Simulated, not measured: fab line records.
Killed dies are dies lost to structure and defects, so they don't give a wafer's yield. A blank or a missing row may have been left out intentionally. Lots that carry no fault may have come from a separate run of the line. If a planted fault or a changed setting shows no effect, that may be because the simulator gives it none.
Which tool did it? :: flow n5-finfet :: 9 lots, 27 wafers sampled, at 5 steps of a route of 1938

## WHAT EACH GAUGE READ, for each wafer
Not one reading of a measure or inspect step in the record can be checked against a usual standard deviation.

## WHAT TOOL EACH LOT RAN ON (gives the tool, then ch and the chambers of the sampled wafers, and finally the start)
lot: L772
N5_BEOL_M5_ETCH_61: rie-diel-05 ch 1,2,3, day 7 23:06
N5_BEOL_M5_STRIP_19: rie-diel-03 ch 0,1, day 7 23:33
N5_BEOL_M5_ETCH_67: rie-diel-02 ch 0,1,2, day 8 00:36
N5_BEOL_M5_VIA_ETCH_34: rie-diel-02 ch 0,1,2, day 8 00:44
N5_PASSIVATION_PROBE_49: prober-01, day 12 07:40

lot: L773
N5_BEOL_M5_ETCH_61: rie-diel-02 ch 0,2,3, day 8 01:23
N5_BEOL_M5_STRIP_19: rie-diel-05 ch 0,1, day 8 01:41
N5_BEOL_M5_ETCH_67: rie-diel-05 ch 1,2, day 8 09:11
N5_BEOL_M5_VIA_ETCH_34: rie-diel-05 ch 1,2, day 8 09:19
N5_PASSIVATION_PROBE_49: prober-01, day 12 16:55

lot: L777
N5_BEOL_M5_ETCH_61: rie-diel-03 ch 0,2, day 10 04:22
N5_BEOL_M5_STRIP_19: rie-diel-05 ch 0,1,3, day 10 04:46
N5_BEOL_M5_ETCH_67: rie-diel-05 ch 0,2, day 10 07:25
N5_BEOL_M5_VIA_ETCH_34: rie-diel-05 ch 0,2, day 10 07:33
N5_PASSIVATION_PROBE_49: prober-01, day 14 08:55

lot: L779
N5_BEOL_M5_ETCH_61: rie-diel-03 ch 0,2,3, day 10 19:08
N5_BEOL_M5_STRIP_19: rie-diel-03 ch 0,2, day 10 19:26
N5_BEOL_M5_ETCH_67: rie-diel-03 ch 0,1,2, day 10 22:13
N5_BEOL_M5_VIA_ETCH_34: rie-diel-03 ch 0,1,2, day 10 22:20
N5_PASSIVATION_PROBE_49: prober-01, day 14 23:52

lot: L787
N5_BEOL_M5_ETCH_61: rie-diel-05 ch 1,2,3, day 12 14:41
N5_BEOL_M5_STRIP_19: rie-diel-03 ch 2,3, day 12 15:03
N5_BEOL_M5_ETCH_67: rie-diel-05 ch 0,2,3, day 12 16:11
N5_BEOL_M5_VIA_ETCH_34: rie-diel-05 ch 0,2,3, day 12 16:19
N5_PASSIVATION_PROBE_49: prober-02, day 16 17:53

lot: L791
N5_BEOL_M5_ETCH_61: rie-diel-05 ch 0,1,2, day 13 09:02
N5_BEOL_M5_STRIP_19: rie-diel-02 ch 0,1, day 13 09:21
N5_BEOL_M5_ETCH_67: rie-diel-03 ch 2,3, day 13 12:30
N5_BEOL_M5_VIA_ETCH_34: rie-diel-03 ch 2,3, day 13 12:37
N5_PASSIVATION_PROBE_49: prober-01, day 17 14:50

lot: L792
N5_BEOL_M5_ETCH_61: rie-diel-03 ch 0,2,3, day 13 14:02
N5_BEOL_M5_STRIP_19: rie-diel-02 ch 1,2, day 13 14:25
N5_BEOL_M5_ETCH_67: rie-diel-02 ch 0,1,2, day 13 17:59
N5_BEOL_M5_VIA_ETCH_34: rie-diel-02 ch 0,1,2, day 13 18:07
N5_PASSIVATION_PROBE_49: prober-01, day 17 19:08

lot: L793
N5_BEOL_M5_ETCH_61: rie-diel-03 ch 1,2,3, day 14 07:55
N5_BEOL_M5_STRIP_19: rie-diel-02 ch 0,1,2, day 14 08:13
N5_BEOL_M5_ETCH_67: rie-diel-02 ch 0,1,2, day 14 08:47
N5_BEOL_M5_VIA_ETCH_34: rie-diel-02 ch 0,1,2, day 14 08:55
N5_PASSIVATION_PROBE_49: prober-01, day 17 23:31

lot: L795
N5_BEOL_M5_ETCH_61: rie-diel-05 ch 0,2,3, day 14 09:51
N5_BEOL_M5_STRIP_19: rie-diel-05 ch 0,1,2, day 14 10:19
N5_BEOL_M5_ETCH_67: rie-diel-03 ch 0,1,3, day 14 11:00
N5_BEOL_M5_VIA_ETCH_34: rie-diel-03 ch 0,1,3, day 14 11:08
N5_PASSIVATION_PROBE_49: prober-01, day 18 21:50
- N5_BEOL_M5_ETCH_61: etches SiARC in CF4, target depth 15.6 nm, time 26 s.
- N5_BEOL_M5_STRIP_19: strips in O2.
- N5_BEOL_M5_ETCH_67: etches SiARC in CF4, target depth 15.6 nm, time 26 s.
- N5_BEOL_M5_VIA_ETCH_34: etches SiCOH lowk in C4F6/O2, target depth 88.3 nm, time 39.2 s.
- N5_PASSIVATION_PROBE_49

## AS READ BY THE TOOLS THEMSELVES (means over the sampled wafers that have a number; for cases with no such wafer, the mark the record gives instead)
N5_BEOL_M5_ETCH_61. Usual: bias-w 36.01 W, standard deviation 0.11; drypump-motor-current-A 5.8 A, standard deviation 0.55; etch-rf-on-time-s 26.2 s, standard deviation 0.87; oes-product-au 0.68 a.u., standard deviation 0.089; rf-vpp-V 184.3 V, standard deviation 1; showerhead-plenum-p-Torr 2.16 Torr, standard deviation 0.062; throttle-valve-pct 15.60 %, standard deviation 0.23.
lot: L772
tool: rie-diel-05
bias-w (W): 35.99
drypump-motor-current-A (A): 5.9
etch-rf-on-time-s (s): 27.0
oes-product-au (a.u.): 0.61
rf-vpp-V (V): 185.4
showerhead-plenum-p-Torr (Torr): 2.18
throttle-valve-pct (%): 15.72
flag: 

lot: L773
tool: rie-diel-02
bias-w (W): 35.97
drypump-motor-current-A (A): 5.8
etch-rf-on-time-s (s): 26.9
oes-product-au (a.u.): 0.59
rf-vpp-V (V): 183.9
showerhead-plenum-p-Torr (Torr): 2.15
throttle-valve-pct (%): 15.66
flag: 

lot: L777
tool: rie-diel-03
bias-w (W): 35.95
drypump-motor-current-A (A): 5.9
etch-rf-on-time-s (s): 25.6
oes-product-au (a.u.): 0.80
rf-vpp-V (V): 184.6
showerhead-plenum-p-Torr (Torr): 2.13
throttle-valve-pct (%): 15.59
flag: 

lot: L779
tool: rie-diel-03
bias-w (W): 36.12
drypump-motor-current-A (A): 5.6
etch-rf-on-time-s (s): 25.6
oes-product-au (a.u.): 0.74
rf-vpp-V (V): 185.1
showerhead-plenum-p-Torr (Torr): 2.17
throttle-valve-pct (%): 15.63
flag: 

lot: L787
tool: rie-diel-05
bias-w (W): 35.98
drypump-motor-current-A (A): 5.9
etch-rf-on-time-s (s): 26.4
oes-product-au (a.u.): 0.66
rf-vpp-V (V): 184.8
showerhead-plenum-p-Torr (Torr): 2.17
throttle-valve-pct (%): 15.62
flag: 

lot: L791
tool: rie-diel-05
bias-w (W): 36.02
drypump-motor-current-A (A): 6.2
etch-rf-on-time-s (s): 26.6
oes-product-au (a.u.): 0.67
rf-vpp-V (V): 183.7
showerhead-plenum-p-Torr (Torr): 2.12
throttle-valve-pct (%): 15.47
flag: 

lot: L792
tool: rie-diel-03
bias-w (W): 35.99
drypump-motor-current-A (A): 5.6
etch-rf-on-time-s (s): 25.9
oes-product-au (a.u.): 0.71
rf-vpp-V (V): 184.1
showerhead-plenum-p-Torr (Torr): 2.16
throttle-valve-pct (%): 15.67
flag: 

lot: L793
tool: rie-diel-03
bias-w (W): 36.00
drypump-motor-current-A (A): 5.4
etch-rf-on-time-s (s): 25.7
oes-product-au (a.u.): 0.66
rf-vpp-V (V): 184.0
showerhead-plenum-p-Torr (Torr): 2.18
throttle-valve-pct (%): 15.81
flag: 

lot: L795
tool: rie-diel-05
bias-w (W): 36.04
drypump-motor-current-A (A): 6.3
etch-rf-on-time-s (s): 27.2
oes-product-au (a.u.): 0.59
rf-vpp-V (V): 183.8
showerhead-plenum-p-Torr (Torr): 2.12
throttle-valve-pct (%): 15.67
flag: 

N5_BEOL_M5_STRIP_19. Usual: drypump-motor-current-A 5.9 A, standard deviation 0.55; oes-product-au 0.79 a.u., standard deviation 0.1; rf-vpp-V 3.6 V, standard deviation 0.5; showerhead-plenum-p-Torr 2.12 Torr, standard deviation 0.057; throttle-valve-pct 16.65 %, standard deviation 0.24.
lot: L772
tool: rie-diel-03
drypump-motor-current-A (A): 5.5
oes-product-au (a.u.): 0.82
rf-vpp-V (V): 3.0
showerhead-plenum-p-Torr (Torr): 2.08
throttle-valve-pct (%): 16.89
flag: 

lot: L773
tool: rie-diel-05
drypump-motor-current-A (A): 6.2
oes-product-au (a.u.): 0.74
rf-vpp-V (V): 3.7
showerhead-plenum-p-Torr (Torr): 2.07
throttle-valve-pct (%): 16.60
flag: 

lot: L777
tool: rie-diel-05
drypump-motor-current-A (A): 5.9
oes-product-au (a.u.): 0.82
rf-vpp-V (V): 3.9
showerhead-plenum-p-Torr (Torr): 2.11
throttle-valve-pct (%): 16.62
flag: 

lot: L779
tool: rie-diel-03
drypump-motor-current-A (A): 6.0
oes-product-au (a.u.): 0.93
rf-vpp-V (V): 3.3
showerhead-plenum-p-Torr (Torr): 2.06
throttle-valve-pct (%): 16.56
flag: 

lot: L787
tool: rie-diel-03
drypump-motor-current-A (A): 5.2
oes-product-au (a.u.): 0.78
rf-vpp-V (V): 4.0
showerhead-plenum-p-Torr (Torr): 2.15
throttle-valve-pct (%): 16.72
flag: 

lot: L791
tool: rie-diel-02
drypump-motor-current-A (A): 5.9
oes-product-au (a.u.): 0.85
rf-vpp-V (V): 3.6
showerhead-plenum-p-Torr (Torr): 2.12
throttle-valve-pct (%): 16.36
flag: 

lot: L792
tool: rie-diel-02
drypump-motor-current-A (A): 6.0
oes-product-au (a.u.): 0.85
rf-vpp-V (V): 3.4
showerhead-plenum-p-Torr (Torr): 2.20
throttle-valve-pct (%): 16.32
flag: 

lot: L793
tool: rie-diel-02
drypump-motor-current-A (A): 5.8
oes-product-au (a.u.): 0.86
rf-vpp-V (V): 3.7
showerhead-plenum-p-Torr (Torr): 2.16
throttle-valve-pct (%): 16.32
flag: 

lot: L795
tool: rie-diel-05
drypump-motor-current-A (A): 6.2
oes-product-au (a.u.): 0.78
rf-vpp-V (V): 4.0
showerhead-plenum-p-Torr (Torr): 2.09
throttle-valve-pct (%): 16.65
flag: 

N5_BEOL_M5_ETCH_67. Usual: bias-w 36.00 W, standard deviation 0.099; drypump-motor-current-A 5.9 A, standard deviation 0.56; etch-rf-on-time-s 26.3 s, standard deviation 0.79; oes-product-au 0.68 a.u., standard deviation 0.087; rf-vpp-V 184.3 V, standard deviation 1.1; showerhead-plenum-p-Torr 2.16 Torr, standard deviation 0.059; throttle-valve-pct 15.57 %, standard deviation 0.23.
lot: L772
tool: rie-diel-02
bias-w (W): 36.02
drypump-motor-current-A (A): 5.8
etch-rf-on-time-s (s): 26.6
oes-product-au (a.u.): 0.63
rf-vpp-V (V): 183.1
showerhead-plenum-p-Torr (Torr): 2.14
throttle-valve-pct (%): 15.55
flag: 

lot: L773
tool: rie-diel-05
bias-w (W): 36.09
drypump-motor-current-A (A): 5.7
etch-rf-on-time-s (s): 26.8
oes-product-au (a.u.): 0.60
rf-vpp-V (V): 185.5
showerhead-plenum-p-Torr (Torr): 2.17
throttle-valve-pct (%): 15.71
flag: 

lot: L777
tool: rie-diel-05
bias-w (W): 35.99
drypump-motor-current-A (A): 6.6
etch-rf-on-time-s (s): 27.3
oes-product-au (a.u.): 0.63
rf-vpp-V (V): 183.3
showerhead-plenum-p-Torr (Torr): 2.08
throttle-valve-pct (%): 15.44
flag: 

lot: L779
tool: rie-diel-03
bias-w (W): 35.93
drypump-motor-current-A (A): 5.7
etch-rf-on-time-s (s): 25.1
oes-product-au (a.u.): 0.74
rf-vpp-V (V): 184.0
showerhead-plenum-p-Torr (Torr): 2.14
throttle-valve-pct (%): 15.74
flag: 

lot: L787
tool: rie-diel-05
bias-w (W): 36.08
drypump-motor-current-A (A): 6.3
etch-rf-on-time-s (s): 23.3
oes-product-au (a.u.): 0.69
rf-vpp-V (V): 183.9
showerhead-plenum-p-Torr (Torr): 2.13
throttle-valve-pct (%): 15.63
flag: OFF

lot: L791
tool: rie-diel-03
bias-w (W): 35.99
drypump-motor-current-A (A): 5.2
etch-rf-on-time-s (s): 26.2
oes-product-au (a.u.): 0.66
rf-vpp-V (V): 184.4
showerhead-plenum-p-Torr (Torr): 2.20
throttle-valve-pct (%): 15.68
flag: 

lot: L792
tool: rie-diel-02
bias-w (W): 36.04
drypump-motor-current-A (A): 5.8
etch-rf-on-time-s (s): 26.5
oes-product-au (a.u.): 0.73
rf-vpp-V (V): 184.9
showerhead-plenum-p-Torr (Torr): 2.21
throttle-valve-pct (%): 15.31
flag: 

lot: L793
tool: rie-diel-02
bias-w (W): 36.06
drypump-motor-current-A (A): 5.8
etch-rf-on-time-s (s): 26.4
oes-product-au (a.u.): 0.72
rf-vpp-V (V): 184.4
showerhead-plenum-p-Torr (Torr): 2.21
throttle-valve-pct (%): 15.33
flag: 

lot: L795
tool: rie-diel-03
bias-w (W): 36.05
drypump-motor-current-A (A): 5.3
etch-rf-on-time-s (s): 25.2
oes-product-au (a.u.): 0.66
rf-vpp-V (V): 184.0
showerhead-plenum-p-Torr (Torr): 2.14
throttle-valve-pct (%): 15.84
flag: 

N5_BEOL_M5_VIA_ETCH_34. Usual: bias-w 185.0 W, standard deviation 0.54; drypump-motor-current-A 5.9 A, standard deviation 0.56; oes-product-au 0.79 a.u., standard deviation 0.1; rf-vpp-V 674 V, standard deviation 9.3; showerhead-plenum-p-Torr 2.89 Torr, standard deviation 0.081; throttle-valve-pct 20.92 %, standard deviation 0.24.
lot: L772
tool: rie-diel-02
bias-w (W): 184.8
drypump-motor-current-A (A): 5.8
oes-product-au (a.u.): 0.74
rf-vpp-V (V): 667
showerhead-plenum-p-Torr (Torr): 2.85
throttle-valve-pct (%): 20.77
flag: 

lot: L773
tool: rie-diel-05
bias-w (W): 185.4
drypump-motor-current-A (A): 5.7
oes-product-au (a.u.): 0.71
rf-vpp-V (V): 685
showerhead-plenum-p-Torr (Torr): 2.89
throttle-valve-pct (%): 20.95
flag: 

lot: L777
tool: rie-diel-05
bias-w (W): 184.7
drypump-motor-current-A (A): 6.6
oes-product-au (a.u.): 0.73
rf-vpp-V (V): 675
showerhead-plenum-p-Torr (Torr): 2.79
throttle-valve-pct (%): 20.78
flag: 

lot: L779
tool: rie-diel-03
bias-w (W): 184.9
drypump-motor-current-A (A): 5.7
oes-product-au (a.u.): 0.87
rf-vpp-V (V): 666
showerhead-plenum-p-Torr (Torr): 2.85
throttle-valve-pct (%): 21.13
flag: 

lot: L787
tool: rie-diel-05
bias-w (W): 185.3
drypump-motor-current-A (A): 6.4
oes-product-au (a.u.): 0.71
rf-vpp-V (V): 673
showerhead-plenum-p-Torr (Torr): 2.84
throttle-valve-pct (%): 20.96
flag: 

lot: L791
tool: rie-diel-03
bias-w (W): 185.3
drypump-motor-current-A (A): 5.2
oes-product-au (a.u.): 0.77
rf-vpp-V (V): 677
showerhead-plenum-p-Torr (Torr): 2.97
throttle-valve-pct (%): 21.19
flag: 

lot: L792
tool: rie-diel-02
bias-w (W): 184.8
drypump-motor-current-A (A): 5.8
oes-product-au (a.u.): 0.86
rf-vpp-V (V): 670
showerhead-plenum-p-Torr (Torr): 2.95
throttle-valve-pct (%): 20.65
flag: 

lot: L793
tool: rie-diel-02
bias-w (W): 184.6
drypump-motor-current-A (A): 5.8
oes-product-au (a.u.): 0.85
rf-vpp-V (V): 671
showerhead-plenum-p-Torr (Torr): 2.95
throttle-valve-pct (%): 20.64
flag: 

lot: L795
tool: rie-diel-03
bias-w (W): 185.1
drypump-motor-current-A (A): 5.3
oes-product-au (a.u.): 0.76
rf-vpp-V (V): 672
showerhead-plenum-p-Torr (Torr): 2.86
throttle-valve-pct (%): 21.20
flag: 

N5_PASSIVATION_PROBE_49. Usual: defect-limited-yield 91.1 %, standard deviation 1.4; killed_at_M0_to_M3 34, standard deviation 9.7; killed_at_M4_up 13, standard deviation 5.1; killed-at-contacts 14, standard deviation 6.3; killed-at-front-end 40, standard deviation 11; killed-at-other 3.5, standard deviation 2.7; killed-dies 105, standard deviation 16; killed-on-rim 13, standard deviation 4.1; killed-open 70, standard deviation 12; killed-short 34, standard deviation 7.8; sort_bin_4_leakage 0.02 %, standard deviation 0.13; sort_bin_5_function 5.2 %, standard deviation 0.88; sort_bin_6_memory 3.3 %, standard deviation 0.7; sort_bin_8_speed 0.1 %, standard deviation 0.62; sort-n-pass 1074, standard deviation 17; sort-yield-pct 91.0 %, standard deviation 1.5.
lot: L772
tool: prober-01
defect-limited-yield (%): 92.1
killed_at_M0_to_M3: 38
killed_at_M4_up: 12
killed-at-contacts: 11
killed-at-front-end: 28
killed-at-other: 4.0
killed-dies: 93
killed-on-rim: 16
killed-open: 66
killed-short: 26
sort_bin_4_leakage (%): 0.03
sort_bin_5_function (%): 4.6
sort_bin_6_memory (%): 3.1
sort_bin_8_speed (%): 0.0
sort-n-pass: 1087
sort-yield-pct (%): 92.1
flag: 

lot: L773
tool: prober-01
defect-limited-yield (%): 90.1
killed_at_M0_to_M3: 46
killed_at_M4_up: 11
killed-at-contacts: 14
killed-at-front-end: 44
killed-at-other: 1.7
killed-dies: 117
killed-on-rim: 13
killed-open: 80
killed-short: 37
sort_bin_4_leakage (%): 0.51
sort_bin_5_function (%): 5.8
sort_bin_6_memory (%): 3.8
sort_bin_8_speed (%): 0.0
sort-n-pass: 1057
sort-yield-pct (%): 89.5
flag: OFF

lot: L777
tool: prober-01
defect-limited-yield (%): 90.6
killed_at_M0_to_M3: 34
killed_at_M4_up: 12
killed-at-contacts: 18
killed-at-front-end: 44
killed-at-other: 3.7
killed-dies: 111
killed-on-rim: 17
killed-open: 70
killed-short: 39
sort_bin_4_leakage (%): 0.00
sort_bin_5_function (%): 5.0
sort_bin_6_memory (%): 4.1
sort_bin_8_speed (%): 0.0
sort-n-pass: 1069
sort-yield-pct (%): 90.6
flag: 

lot: L779
tool: prober-01
defect-limited-yield (%): 89.7
killed_at_M0_to_M3: 36
killed_at_M4_up: 14
killed-at-contacts: 13
killed-at-front-end: 57
killed-at-other: 2.0
killed-dies: 122
killed-on-rim: 16
killed-open: 82
killed-short: 37
sort_bin_4_leakage (%): 0.00
sort_bin_5_function (%): 5.7
sort_bin_6_memory (%): 4.3
sort_bin_8_speed (%): 0.0
sort-n-pass: 1058
sort-yield-pct (%): 89.7
flag: 

lot: L787
tool: prober-02
defect-limited-yield (%): 90.8
killed_at_M0_to_M3: 46
killed_at_M4_up: 11
killed-at-contacts: 6
killed-at-front-end: 41
killed-at-other: 3.7
killed-dies: 109
killed-on-rim: 15
killed-open: 76
killed-short: 32
sort_bin_4_leakage (%): 0.00
sort_bin_5_function (%): 5.1
sort_bin_6_memory (%): 3.9
sort_bin_8_speed (%): 0.0
sort-n-pass: 1071
sort-yield-pct (%): 90.8
flag: 

lot: L791
tool: prober-01
defect-limited-yield (%): 91.9
killed_at_M0_to_M3: 38
killed_at_M4_up: 9
killed-at-contacts: 14
killed-at-front-end: 27
killed-at-other: 8.0
killed-dies: 96
killed-on-rim: 12
killed-open: 62
killed-short: 31
sort_bin_4_leakage (%): 0.00
sort_bin_5_function (%): 5.1
sort_bin_6_memory (%): 2.8
sort_bin_8_speed (%): 0.0
sort-n-pass: 1084
sort-yield-pct (%): 91.9
flag: 

lot: L792
tool: prober-01
defect-limited-yield (%): 91.4
killed_at_M0_to_M3: 29
killed_at_M4_up: 15
killed-at-contacts: 4
killed-at-front-end: 51
killed-at-other: 1.3
killed-dies: 101
killed-on-rim: 13
killed-open: 63
killed-short: 37
sort_bin_4_leakage (%): 0.00
sort_bin_5_function (%): 4.8
sort_bin_6_memory (%): 3.2
sort_bin_8_speed (%): 0.0
sort-n-pass: 1079
sort-yield-pct (%): 91.4
flag: 

lot: L793
tool: prober-01
defect-limited-yield (%): 92.0
killed_at_M0_to_M3: 31
killed_at_M4_up: 10
killed-at-contacts: 9
killed-at-front-end: 44
killed-at-other: 2.0
killed-dies: 95
killed-on-rim: 13
killed-open: 64
killed-short: 30
sort_bin_4_leakage (%): 0.00
sort_bin_5_function (%): 5.0
sort_bin_6_memory (%): 2.7
sort_bin_8_speed (%): 0.0
sort-n-pass: 1085
sort-yield-pct (%): 92.0
flag: 

lot: L795
tool: prober-01
defect-limited-yield (%): 90.6
killed_at_M0_to_M3: 39
killed_at_M4_up: 12
killed-at-contacts: 9
killed-at-front-end: 48
killed-at-other: 2.3
killed-dies: 110
killed-on-rim: 13
killed-open: 74
killed-short: 32
sort_bin_4_leakage (%): 0.00
sort_bin_5_function (%): 5.2
sort_bin_6_memory (%): 3.8
sort_bin_8_speed (%): 2.3
sort-n-pass: 1042
sort-yield-pct (%): 88.3
flag: OFF

## THE ANSWER, worked out from the rows above alone
Rule: take the mean of a lot's wafers that have a number; if it is more than 3 standard deviations from the usual mean, the lot is off. Also off: a lot with no number at a reading for which 4 or more lots have one. Where the step has rows for the other lots, those lots are counted as sound. After the gauges, taken in route order, come the tools' own readings; for these a lot's mean is taken, as printed above. The first step at which some lot is off is used, and at that step the reading that is off furthest; a lot without a number counts as furthest.
Off: L787 (N5_BEOL_M5_ETCH_67, etch-rf-on-time-s).
A tool fits if, at that step or a process step before it, it ran every lot that is off, and no sound lot after the first of them. Can't be told from this: 2 tools fit, rie-diel-03 at N5_BEOL_M5_STRIP_19, rie-diel-05 at N5_BEOL_M5_ETCH_67.

## WHAT THE SIMULATOR HAD PUT IN
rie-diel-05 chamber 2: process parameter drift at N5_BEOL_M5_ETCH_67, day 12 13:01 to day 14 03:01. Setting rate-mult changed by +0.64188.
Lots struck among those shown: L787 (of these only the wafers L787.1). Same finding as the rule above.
